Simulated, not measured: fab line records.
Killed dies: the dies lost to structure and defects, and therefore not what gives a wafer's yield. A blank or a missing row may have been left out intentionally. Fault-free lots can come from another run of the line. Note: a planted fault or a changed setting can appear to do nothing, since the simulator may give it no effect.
One fault through the eyes of 2 desks + flow n5Finfet + every desk sees just its own numbers, and what lay behind them comes last

FROM THE METROLOGY DESK
Means of the sampled wafers that have a number, per lot and without regard to the tool the lot ran on: this is what the gauges read. Marked OUT: a lot whose mean sits more than 4 standard deviations from the usual mean, which makes it out of limits; the brackets give that distance. Shown are 7 of the 15 readings it has, namely the first that went out of limits plus those furthest out on some lot.
Columns: A = CJ_N at N5_BEOL_M4_RC_MEAS_101, usual 4.34; B = DIBL_N at N5_BEOL_M4_RC_MEAS_101, usual 36.9 mV/V; C = IOFF_N at N5_BEOL_M4_RC_MEAS_101, usual 0.17 nA/um; D = IOFF_N_85C at N5_BEOL_M4_RC_MEAS_101, usual 3.3 nA/um; E = IOFF_N_LIN at N5_BEOL_M4_RC_MEAS_101, usual 0.077 nA/um; F = RS_PWELL at N5_BEOL_M4_RC_MEAS_101, usual 3012 ohm/sq; G = SS_N at N5_BEOL_M4_RC_MEAS_101, usual 71.7 mV/dec
| lot  | first seen here | A              | B               | C              | D              | E                | F               | G              |
|------|-----------------|----------------|-----------------|----------------|----------------|------------------|-----------------|----------------|
| L345 | day 2 03:29     | 4.32           | 36.6            | 0.16           | 3.0            | 0.073            | 3000            | 71.3           |
| L351 | day 3 15:53     | 4.43           | 38.0            | 0.19           | 3.6            | 0.084            | 3039            | 71.9           |
| L352 | day 3 22:18     | 4.27           | 34.9            | 0.14           | 2.8            | 0.068            | 2998            | 71.3           |
| L354 | day 4 09:08     | 1.36 (-31) OUT | 53.2 (+9.6) OUT | 1.26 (+34) OUT | 17.7 (+28) OUT | 0.139 (+5.2) OUT | 3193 (+7.0) OUT | 90.3 (+31) OUT |
| L355 | day 4 14:58     | 4.36           | 36.3            | 0.16           | 3.3            | 0.075            | 2965            | 71.8           |
| L356 | day 4 21:02     | 1.41 (-31) OUT | 57.6 (+12) OUT  | 2.09 (+60) OUT | 26.3 (+44) OUT | 0.163 (+7.1) OUT | 3208 (+7.5) OUT | 94.1 (+37) OUT |
| L357 | day 5 03:07     | 4.24           | 37.5            | 0.19           | 3.5            | 0.088            | 2997            | 71.6           |
| L364 | day 6 21:05     | 4.35           | 34.4            | 0.13           | 2.6            | 0.063            | 3006            | 71.0           |
| L366 | day 7 09:00     | 4.31           | 38.8            | 0.18           | 3.4            | 0.079            | 3044            | 72.3           |
This desk's finding: out of limits on L354, L356; first on L354, day 10 15:55 (CJ_N at N5_BEOL_M4_RC_MEAS_101). L345, L351, L352, L355, L357, L364, L366: within limits.

THE TOOL OWNER'S DESK: implanter-02
The tool's own readings at N5_WELL_APT_IMPLANT_32, given as means over the sampled wafers that have a number, one for each lot that went through this tool. Marked OUT: a lot whose mean sits more than 4 standard deviations from the usual mean, which makes it out of limits; the brackets give that distance.
Columns: A = doseIonsCm2 at N5_WELL_APT_IMPLANT_32, usual 2.0001e+13; B = faradayCurrentUA at N5_WELL_APT_IMPLANT_32, usual 254; C = rotationDeg at N5_WELL_APT_IMPLANT_32, usual 0.000 degrees
| lot  | first seen here | A                            | B            | C      |
|------|-----------------|------------------------------|--------------|--------|
| L352 | day 3 23:12     | 2.0003e+13                   | 256          | 0.023  |
| L354 | day 4 09:30     | 2.0157e+12 (-99 or more) OUT | 25 (-50) OUT | 0.006  |
| L356 | day 4 21:45     | 1.9903e+12 (-99 or more) OUT | 25 (-50) OUT | -0.005 |
| L366 | day 7 09:26     | 1.9997e+13                   | 252          | -0.018 |
This desk's verdict: out of limits on L354, L356, starting with L354 at day 4 09:30 (doseIonsCm2 at N5_WELL_APT_IMPLANT_32). L352, L366: within limits.

ALL TOGETHER
At day 4 09:30, on L354, L356, the tool owner's desk was in a position to raise an alarm.
L354, L356 would have let the metrology desk raise an alarm at day 10 15:55.
Of the lots named, all ran N5_WELL_APT_IMPLANT_32 on implanter-02.

WHAT HAD BEEN PUT IN BY THE SIMULATOR
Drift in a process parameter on implanter-02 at N5_WELL_APT_IMPLANT_32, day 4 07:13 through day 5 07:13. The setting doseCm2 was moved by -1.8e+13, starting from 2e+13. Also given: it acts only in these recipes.
Lots struck among those shown: L354, L356.
Counting hours from when the fault started, the first reading out of limits came at 2 for the tool owner's desk and at 153 for the metrology desk.
